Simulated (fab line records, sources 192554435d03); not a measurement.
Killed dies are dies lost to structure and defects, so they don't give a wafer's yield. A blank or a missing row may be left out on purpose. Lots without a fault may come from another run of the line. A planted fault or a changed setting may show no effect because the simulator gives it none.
Split-lot experiment | flow n5_finfet | 7 lots, 21 wafers read, on a route of 1938 steps

THE SPLIT
At N5_FIN_CUT_COAT_19 (time 60 s, resist thk 20 nm), the setting spin_rpm was moved away from the recipe's 1500 rpm on 5 of the 21 wafers read, by -8.3% to +8.6%. The other wafers ran this setting at the recipe's value.

FROM THE SPLIT TO THE READING: what the file shows between them, 5 steps
- N5_FIN_CUT_COAT_29: time 60 s, resist thk 10 nm
- N5_FIN_CUT_COAT_02: resist thk 30 nm
- N5_FIN_CUT_DESCUM_13: chemistry O2, time 7 s
- N5_FIN_CUT_ETCH_30: etches underlayer in N2/H2, target depth 13 nm, time 10.4 s
- N5_FIN_CUT_ETCH_20: etches SiARC in CF4, target depth 26 nm, time 43.3 s

THE READING
SiARC_of_FIN_CUT_COAT_19.thk_nm (the simulator's own value, which no gauge read), in nm, at N5_FIN_CUT_ETCH_21 (etches SOC in N2/H2, target depth 219 nm, overetch 43.8 nm, time 523.5 s). The file gives no usual value for it. The 16 wafers here that ran the recipe average 12.0 nm, standard deviation 0.12 nm.

wafer  | tool, chamber at the split | spin_rpm as run, rpm | against the recipe | SiARC_of_FIN_CUT_COAT_19.thk_nm, nm | against lot-mates on the recipe
L074.3 | litho_track-03, 0          | 1500                 | recipe             | 12                                  | -
L074.6 | litho_track-03, 0          | 1500                 | recipe             | 12                                  | -
L074.4 | litho_track-03, 0          | 1629                 | +8.6%              | 11.4                                | -0.6
L076.4 | litho_track-05, 0          | 1375                 | -8.3%              | 13                                  | +0.8
L076.5 | litho_track-05, 0          | 1500                 | recipe             | 12.2                                | -
L076.6 | litho_track-05, 0          | 1375                 | -8.3%              | 13.2                                | +1.0
L079.3 | litho_track-04, 0          | 1500                 | recipe             | 11.8                                | -
L079.5 | litho_track-04, 0          | 1500                 | recipe             | 11.8                                | -
L079.6 | litho_track-04, 0          | 1500                 | recipe             | 12                                  | -
L085.1 | litho_track-03, 0          | 1500                 | recipe             | 12                                  | -
L085.6 | litho_track-03, 0          | 1500                 | recipe             | 12                                  | -
L085.2 | litho_track-03, 0          | 1500                 | recipe             | 11.8                                | -
L093.4 | litho_track-05, 0          | 1500                 | recipe             | 12                                  | -
L093.5 | litho_track-05, 0          | 1500                 | recipe             | 12                                  | -
L093.6 | litho_track-05, 0          | 1576                 | +5.1%              | 11.6                                | -0.4
L095.1 | litho_track-05, 0          | 1500                 | recipe             | 12                                  | -
L095.2 | litho_track-05, 0          | 1500                 | recipe             | 11.8                                | -
L095.3 | litho_track-05, 0          | 1379                 | -8.1%              | 12.8                                | +0.9
L096.4 | litho_track-05, 0          | 1500                 | recipe             | 12                                  | -
L096.6 | litho_track-05, 0          | 1500                 | recipe             | 12                                  | -
L096.5 | litho_track-05, 0          | 1500                 | recipe             | 12.2                                | -

THE FIT
A straight line over all 21 wafers: SiARC_of_FIN_CUT_COAT_19.thk_nm changes by -0.105 nm for each +1% of spin_rpm; r = -0.94; the points scatter about the line by 0.16 nm.
The same after taking each lot's own level away (the mean of its wafers on the recipe; 21 wafers): -0.0959 nm for each +1%; r = -0.97; scatter 0.1 nm.
On that fit, the largest move of spin_rpm shifts the reading by 0.82 nm.
The lots' own levels span 11.87 to 12.20 nm, that is 2.8 times the standard deviation above.
So the lot-to-lot level changes the slope little: the two slopes agree.
Check: with one of the wafers moved furthest among these (+8.6%) left out of the fit, the line predicts -0.889 nm for it against its lot-mates. It came out at -0.6 nm against them.

OTHER SPLITS ON THESE WAFERS
These wafers also went through other splits before the reading. Each is held against what the fit with the lots' levels taken away leaves over:
other split on the same wafers  | wafers away from the commonest value | r with SiARC_of_FIN_CUT_COAT_19.thk_nm (lot level and that fit taken away)
N5_ZERO_LAYER_EXPOSE_08 dose_mj | 7                                    | +0.02
N5_WELL_APT_COAT_02 spin_rpm    | 7                                    | +0.51
N5_FIN_SAQP_PEB_14 peb_time_s   | 10                                   | +0.32
N5_FIN_SAQP_ETCH_52 source_w    | 10                                   | -0.12

THE WHOLE CHAIN: every reading that the file lists as answering this split, in the file's order
step               | what it does                                                             | reading                                                                          | change (the file's fit)                | r (the file's)
N5_FIN_CUT_COAT_19 | time 60 s, resist thk 20 nm                                              | SiARC_of_FIN_CUT_COAT_19.thk_nm (the simulator's own value, which no gauge read) | -0.101 nm for each +1% of the setting  | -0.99
N5_FIN_CUT_ETCH_20 | etches SiARC in CF4, target depth 26 nm, time 43.3 s                     | etch.depth_nm (the simulator's own value, which no gauge read)                   | -0.0978 nm for each +1% of the setting | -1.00
N5_FIN_CUT_ETCH_21 | etches SOC in N2/H2, target depth 219 nm, overetch 43.8 nm, time 523.5 s | SiARC_of_FIN_CUT_COAT_19.thk_nm (the simulator's own value, which no gauge read) | -0.0937 nm for each +1% of the setting | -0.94

THE FILE'S OWN FIT
SiARC_of_FIN_CUT_COAT_19.thk_nm changes by -0.0937 nm for each +1% of spin_rpm, r = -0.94.
